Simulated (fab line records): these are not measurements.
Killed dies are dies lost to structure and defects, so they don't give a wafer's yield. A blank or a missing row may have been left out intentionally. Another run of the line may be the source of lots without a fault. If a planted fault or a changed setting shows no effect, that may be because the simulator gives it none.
Chamber matching + flow nandHarc + NHARC_P_M1_DESCUM_14 on rieDiel-06 has 4 sister chambers
The step chemistry O2, time 3 s. 27 wafers are shown with their chamber, then 12 later ones without.

== WAFERS WITH THEIR CHAMBER ==
| wafer  | chamber | showerheadPlenumPTorr (Torr) | drypumpMotorCurrentA (A) | oesProductAu (a.u.) |
|--------|---------|------------------------------|--------------------------|---------------------|
| L080.3 | 2       | 1.94                         | 5.7                      | 1.009               |
| L080.5 | 0       | 2.06                         | 6.0                      | 0.978               |
| L080.6 | 1       | 1.83                         | 4.9                      | 0.999               |
| L081.1 | 3       | 2.07                         | 5.8                      | 1.012               |
| L081.3 | 2       | 1.94                         | 5.7                      | 1.012               |
| L081.6 | 1       | 1.83                         | 4.9                      | 0.999               |
| L082.1 | 2       | 1.94                         | 5.7                      | 1.015               |
| L082.3 | 1       | 1.83                         | 5.0                      | 1.004               |
| L082.5 | 3       | 2.07                         | 5.8                      | 1.008               |
| L083.1 | 2       | 1.94                         | 5.7                      | 1.017               |
| L083.2 | 3       | 2.07                         | 5.9                      | 1.012               |
| L083.5 | 1       | 1.83                         | 5.0                      | 1.004               |
| L085.3 | 2       | 1.94                         | 5.7                      | 1.017               |
| L085.5 | 2       | 1.94                         | 5.7                      | 1.014               |
| L085.6 | 1       | 1.83                         | 4.9                      | 1.007               |
| L087.1 | 1       | 1.83                         | 4.9                      | 1.018               |
| L087.5 | 2       | 1.94                         | 5.7                      | 1.013               |
| L087.6 | 1       | 1.83                         | 4.9                      | 1.009               |
| L089.1 | 2       | 1.94                         | 5.7                      | 1.007               |
| L089.3 | 0       | 2.05                         | 6.0                      | 0.979               |
| L089.4 | 1       | 1.83                         | 4.9                      | 1.020               |
| L090.2 | 1       | 1.82                         | 5.0                      | 1.007               |
| L090.3 | 2       | 1.94                         | 5.7                      | 1.008               |
| L090.6 | 1       | 1.82                         | 4.9                      | 1.008               |
| L091.2 | 3       | 2.06                         | 5.8                      | 1.007               |
| L091.3 | 2       | 1.94                         | 5.7                      | 1.008               |
| L091.6 | 0       | 2.05                         | 5.9                      | 0.974               |

SIGNATURES, as means of the wafers listed above
| reading               | chamber 0 | chamber 1 | chamber 2 | chamber 3 | scatter within a chamber |
|-----------------------|-----------|-----------|-----------|-----------|--------------------------|
| showerheadPlenumPTorr | 2.0533    | 1.8280    | 1.9400    | 2.0675    | 0.00362                  |
| drypumpMotorCurrentA  | 5.967     | 4.930     | 5.700     | 5.825     | 0.0391                   |
| oesProductAu          | 0.97700   | 1.00750   | 1.01200   | 1.00975   | 0.00512                  |
Rule: for a wafer and a chamber, the distance is found by dividing, reading by reading, the gap between the wafer's reading and the chamber's mean by the reading's scatter, squaring, summing and taking the root. If the next closest chamber is less than 2 further off than the closest, the wafer can't be placed; otherwise it belongs to the closest. How the scatter is found: for the shown wafers, subtract from each reading the mean of its chamber, square and add these, divide the total by (wafers less chambers), then take the root.

== WAFERS WITH NO CHAMBER GIVEN ==
| wafer  | showerheadPlenumPTorr (Torr) | drypumpMotorCurrentA (A) | oesProductAu (a.u.) |
|--------|------------------------------|--------------------------|---------------------|
| L094.1 | 1.94                         | 5.7                      | 0.992               |
| L094.3 | 1.82                         | 4.9                      | 0.993               |
| L094.6 | 2.06                         | 5.8                      | 1.004               |
| L095.1 | 1.94                         | 5.7                      | 1.003               |
| L095.4 | 1.94                         | 5.7                      | 1.003               |
| L095.5 | 2.06                         | 5.8                      | 1.007               |
| L096.1 | 1.82                         | 4.9                      | 0.993               |
| L096.3 | 1.94                         | 5.7                      | 0.996               |
| L096.4 | 2.06                         | 5.8                      | 0.994               |
| L097.2 | 2.06                         | 5.8                      | 1.000               |
| L097.4 | 1.82                         | 4.9                      | 0.988               |
| L097.5 | 2.06                         | 5.9                      | 0.999               |

== THE CHAMBER EACH PASSED THROUGH ==
| wafer  | from the rows above     | in truth |
|--------|-------------------------|----------|
| L094.1 | 2                       | 2        |
| L094.3 | 1                       | 1        |
| L094.6 | 3                       | 3        |
| L095.1 | 2                       | 2        |
| L095.4 | 2                       | 2        |
| L095.5 | 3                       | 3        |
| L096.1 | 1                       | 1        |
| L096.3 | 2                       | 2        |
| L096.4 | can't be placed: 3 or 0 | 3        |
| L097.2 | 3                       | 3        |
| L097.4 | 1                       | 1        |
| L097.5 | can't be placed: 3 or 0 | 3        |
Correctly placed: 10 of 12. Unplaceable from these rows: 2, with the true chamber sitting among the candidates in 2. Number placed wrongly: 0.
